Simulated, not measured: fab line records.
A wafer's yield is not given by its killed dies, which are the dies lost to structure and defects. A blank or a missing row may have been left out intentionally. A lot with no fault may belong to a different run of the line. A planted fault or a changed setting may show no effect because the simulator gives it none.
Which of the tools did it?	flow nand_harc	Sampling: 11 lots, 33 wafers, 6 of 1159 route steps

== WHAT EACH GAUGE READ, for each wafer ==
NHARC_END_SORT_01.
lot	measured	on	killed_at_array
L694	day 23 07:37	prober-01	674 674 673
L693	day 23 06:01	prober-02	674 672 672
L696	day 23 19:53	prober-01	674 675 672

== WHAT TOOL EACH LOT RAN ON (gives the tool, then ch and the chambers of the sampled wafers, and finally the start) ==
lot	NHARC_A_SLIT_DEP_23	NHARC_A_SLIT_ETCH_26	NHARC_A_WL_FILL_ETCHBACK_05	NHARC_A_WL_FILL_CVD_20	NHARC_A_WL_FILL_CMP_12
L677	pecvd-01 ch 0,2, day 14 08:34	har_etch-02 ch 0,1, day 14 14:01	rie_metal-02 ch 0,1, day 15 03:23	cvd_w-01 ch 0,1, day 15 22:58	cmp-01 ch 0,3, day 16 02:35
L678	pecvd-02 ch 0,1,2, day 14 08:40	har_etch-02 ch 0,1, day 14 15:39	rie_metal-01 ch 0, day 15 06:11	cvd_w-02 ch 0,1, day 15 19:35	cmp-01 ch 1,2,3, day 16 00:40
L681	pecvd-04 ch 0,2, day 15 05:38	har_etch-02 ch 0,1, day 15 08:50	rie_metal-02 ch 0,1, day 15 22:17	cvd_w-01 ch 0,1, day 16 20:27	cmp-01 ch 0,2,3, day 17 01:26
L685	pecvd-01 ch 1,2, day 16 11:51	har_etch-01 ch 0,1, day 16 14:51	rie_metal-03 ch 0,1, day 17 09:31	cvd_w-01 ch 0,1, day 18 01:54	cmp-01 ch 0,1,3, day 18 06:58
L686	pecvd-01 ch 0,2, day 16 12:40	har_etch-02 ch 0,1, day 16 17:40	rie_metal-01 ch 0,1, day 17 12:19	cvd_w-02 ch 1, day 18 05:28	cmp-02 ch 0,1,2, day 18 12:02
L691	pecvd-04 ch 0,2, day 17 07:54	har_etch-01 ch 0,1, day 17 12:04	rie_metal-03 ch 0,1, day 18 02:38	cvd_w-02 ch 0,1, day 18 17:32	cmp-04 ch 0,1,2, day 18 21:50
L692	pecvd-02 ch 0,2, day 17 17:27	har_etch-02 ch 0,1, day 17 20:46	rie_metal-03 ch 0,1, day 18 15:10	cvd_w-02 ch 0,1, day 19 09:11	cmp-01 ch 0,2,3, day 19 12:07
L694	pecvd-01 ch 0,1, day 18 07:29	har_etch-01 ch 0,1, day 18 10:38	rie_metal-01 ch 0,1, day 19 01:45	cvd_w-01 ch 0,1, day 19 19:01	cmp-01 ch 1,2, day 19 22:34
L693	pecvd-02 ch 0,1,2, day 18 07:38	har_etch-02 ch 0,1, day 18 11:30	rie_metal-01 ch 0,1, day 19 04:35	cvd_w-02 ch 0,1, day 19 18:21	cmp-01 ch 0,2,3, day 19 22:46
L696	pecvd-02 ch 0,1, day 18 21:22	har_etch-01 ch 0,1, day 19 00:23	rie_metal-01 ch 0, day 19 15:27	cvd_w-01 ch 0,1, day 20 07:28	cmp-04 ch 0,3, day 20 12:29
L695	pecvd-04 ch 0,1,2, day 18 21:31	har_etch-02 ch 0,1, day 19 00:42	rie_metal-03 ch 0,1, day 19 15:40	cvd_w-02 ch 0,1, day 20 09:19	cmp-01 ch 0,1,2, day 20 13:00
- NHARC_A_SLIT_DEP_23: deposits SiON, target thk 100 nm.
- NHARC_A_SLIT_ETCH_26: etches the open film in C4F8/O2/Ar, time 90 s, target depth 400 nm.
- NHARC_A_WL_FILL_ETCHBACK_05: etches the open film in Cl2/BCl3, target depth 22 nm, time 60 s.
- NHARC_A_WL_FILL_CVD_20: deposits W, target thk 75 nm, time 5064 s.
- NHARC_A_WL_FILL_CMP_12: polishes, t overpolish 30 s, target thk 75 nm.

== THE ANSWER, worked out from the rows above alone ==
Rule: the lots themselves supply what counts as usual. Put in order of their means at a reading, lots are off if they are a third of the lots or fewer, leave a main group of 4 or more, and stand apart from it by a gap of 3 or more times the standard deviation of the main group's means; of several such gaps the widest counts. A main group is skipped when, at the precision printed for the reading in the tables above, its means are all equal. Also off: a lot with no number at a reading for which 4 or more lots have one. Any other lot the step has rows for is counted as sound.
No lot is off at any reading shown: from this, nothing can be told.

== WHAT WAS PUT IN BY THE SIMULATOR ==
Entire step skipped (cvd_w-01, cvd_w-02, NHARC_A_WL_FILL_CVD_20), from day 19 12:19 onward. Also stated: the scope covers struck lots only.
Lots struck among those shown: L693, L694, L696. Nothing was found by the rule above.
